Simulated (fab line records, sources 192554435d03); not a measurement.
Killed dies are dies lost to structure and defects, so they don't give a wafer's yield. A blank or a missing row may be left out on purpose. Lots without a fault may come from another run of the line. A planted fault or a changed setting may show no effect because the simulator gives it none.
A struck lot beside a sound one | flow n5_finfet | 24 steps out of a route of 1938
Sound: wafers L447.3, L447.5, L447.6. Struck: wafer L440.4. (L440.1 of the same lot was not struck and is left out.) The cause comes at the end.
At each step with rows: each side's tool, then ch and its chambers, then its first start. Under that, the readings that differ: sound wafers | struck wafers | difference of the means | sigmas: that difference in standard deviations of wafers without a fault.
alike: readings whose means differ by less than 2 such deviations, and words and numbers that are the same on both sides. not compared: withheld readings, readings that some wafer has no value for, bounds like >300 that may hide the same value, and numbers for which the record gives no deviation and whose values overlap.
The two part at a step that has a row with sigmas, a row that says differs or no value, or rows on one side only. Numbers that don't overlap but have no deviation are shown without sigmas and don't part them. A reading that every wafer of one side lacks parts them only if that side has two wafers or more.

first, 9 steps without rows for these wafers: N5_MIM_BOT_LITHO_HARDBAKE_09 (time 120 s); N5_MIM_BOT_LITHO_DESCUM_10 (chemistry O2, time 7.9 s); N5_MIM_BOT_ETCH_ETCH_04 (etches SiNx in CF4/O2, target depth 26 nm, time 13 s); N5_MIM_BOT_ETCH_ETCH_03 (etches the open film in Cl2/BCl3, target depth 12 nm); N5_MIM_BOT_ETCH_ETCH_00 (etches TiN in Cl2/BCl3, target depth 45.5 nm); N5_MIM_BOT_ETCH_STRIP_01 (strips in O2); N5_MIM_BOT_ETCH_STRIP_02 (strips in post etch residue remover, time 1200 s); N5_MIM_BOT_ETCH_CLEAN_05 (cleans in IPA, time 180 s); N5_MIM_BOT_ETCH_SRD_06 (time 30 s).
N5_PASSIVATION_PECVD_55: deposits SiO2 from SiH4/N2O, target thk 400 nm, time 22.5 s.
  sound on pecvd-04 ch 0,1,2, day 20 08:52; struck on pecvd-01 ch 2, day 18 04:47
  reading                                        | sound             | struck | difference | sigmas
  model.SiO2_of_PASSIVATION_PECVD_55.thk_nm (nm) | 398.8 404.8 414.6 | 354.4  | -51.7      |
  alike: heater_power_w, showerhead_plenum_p_Torr, throttle_valve_pct
  not compared: rf_fwd_power_W
then, 11 steps without rows for these wafers: N5_PASSIVATION_PECVD_01 (deposits SiNx from SiH4/NH3/N2, target thk 200 nm, time 43.2 s); N5_PASSIVATION_HMDS_03 (time 60 s); N5_PASSIVATION_COAT_04; N5_PASSIVATION_EBR_06; N5_PASSIVATION_SOFTBAKE_05 (time 90 s); N5_PASSIVATION_EXPOSE_07 (exposes mask TV, defocus 0 nm, target cd 3000 nm); N5_PASSIVATION_PEB_08; N5_PASSIVATION_DEVELOP_09 (develop time 60 s); N5_PASSIVATION_HARDBAKE_11 (time 120 s); N5_PASSIVATION_DESCUM_12 (chemistry O2, time 7.9 s); N5_PASSIVATION_PASS_ETCH_74 (etches SiNx in CF4/O2, target depth 220 nm, time 110 s).
N5_PASSIVATION_VIA_ETCH_13: etches SiO2 in CHF3/O2, target depth 660 nm, time 330 s.
  sound on rie_diel-02 ch 0,1,2, day 20 12:29; struck on rie_diel-03 ch 0, day 18 08:14
  reading               | sound       | struck | difference | sigmas
  etch_rf_on_time_s (s) | 230 245 242 | 204    | -35        | -6
  alike: drypump_motor_current_A, oes_product_au, rf_fwd_power_W, rf_vpp_V, showerhead_plenum_p_Torr, throttle_valve_pct
  not compared: rf_hours_counter_h, model.coat_of_PASSIVATION_COAT_04.thk_nm
then, 1 step without rows for these wafers: N5_PASSIVATION_STRIP_14 (strips in O2).
N5_PASSIVATION_PROBE_49:
  sound on prober-02, day 20 19:24; struck on prober-01, day 18 15:26
  reading         | sound | struck | difference | sigmas
  killed_at_other | 9 4 5 | 1      | -5         | -2
  alike: defect_limited_yield, killed_at_M0_to_M3, killed_at_M4_up, killed_at_contacts, killed_at_front_end, killed_dies, killed_open, killed_short, sort_bin_4_leakage, sort_bin_5_function, sort_bin_6_memory, sort_n_pass, sort_yield_pct

WHERE THEY PART
First at N5_PASSIVATION_VIA_ETCH_13; last, within this record, at N5_PASSIVATION_PROBE_49.

WHY: what the simulator had put in
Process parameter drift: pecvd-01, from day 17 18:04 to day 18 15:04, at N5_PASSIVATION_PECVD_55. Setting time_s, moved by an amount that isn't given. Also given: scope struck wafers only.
